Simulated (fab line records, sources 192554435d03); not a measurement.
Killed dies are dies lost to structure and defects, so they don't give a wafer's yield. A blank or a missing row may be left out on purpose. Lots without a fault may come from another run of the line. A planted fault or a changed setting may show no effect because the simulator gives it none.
Chamber matching | flow n5_finfet | N5_BEOL_M5_DESCUM_16 on rie_diel-04: 4 sister chambers
The step chemistry O2, time 7 s. 4 wafers are shown with their chamber, then 9 later ones without.

WAFERS WITH THEIR CHAMBER
wafer  | chamber | showerhead_plenum_p_Torr (Torr)
L084.6 | 3       | 2.25
L085.1 | 2       | 2.22
L085.2 | 0       | 2.08
L085.3 | 1       | 2.21

WAFERS WITHOUT THEIR CHAMBER
wafer  | showerhead_plenum_p_Torr (Torr)
L088.1 | 2.21
L088.4 | 2.08
L088.5 | 2.21
L090.3 | 2.24
L090.4 | 2.08
L090.5 | 2.21
L097.1 | 2.24
L097.4 | 2.20
L097.6 | 2.20

WHICH CHAMBER EACH WENT THROUGH
wafer  | from the rows above     | in truth
L088.1 | can't be placed: 1 or 2 | 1
L088.4 | 0                       | 0
L088.5 | can't be placed: 1 or 2 | 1
L090.3 | can't be placed: 3 or 2 | 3
L090.4 | 0                       | 0
L090.5 | can't be placed: 1 or 2 | 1
L097.1 | can't be placed: 3 or 2 | 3
L097.4 | can't be placed: 1 or 2 | 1
L097.6 | can't be placed: 1 or 2 | 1
Placed correctly: 2 of 9. Can't be placed from these rows: 7 (the true chamber is among the candidates in 7). Placed wrongly: 0.
How it was worked out, from the rows above alone: a wafer's distance from a chamber is the root of the sum, over the readings, of the square of ((its reading less the chamber's mean) divided by the reading's scatter). The wafer belongs to the nearest chamber; if the next one is less than 2 further off, it can't be placed. A chamber's mean is the mean of its shown wafers. The scatter: with one shown wafer a chamber, the root of the mean of the squares of how far each hidden wafer lies from its nearest shown one.
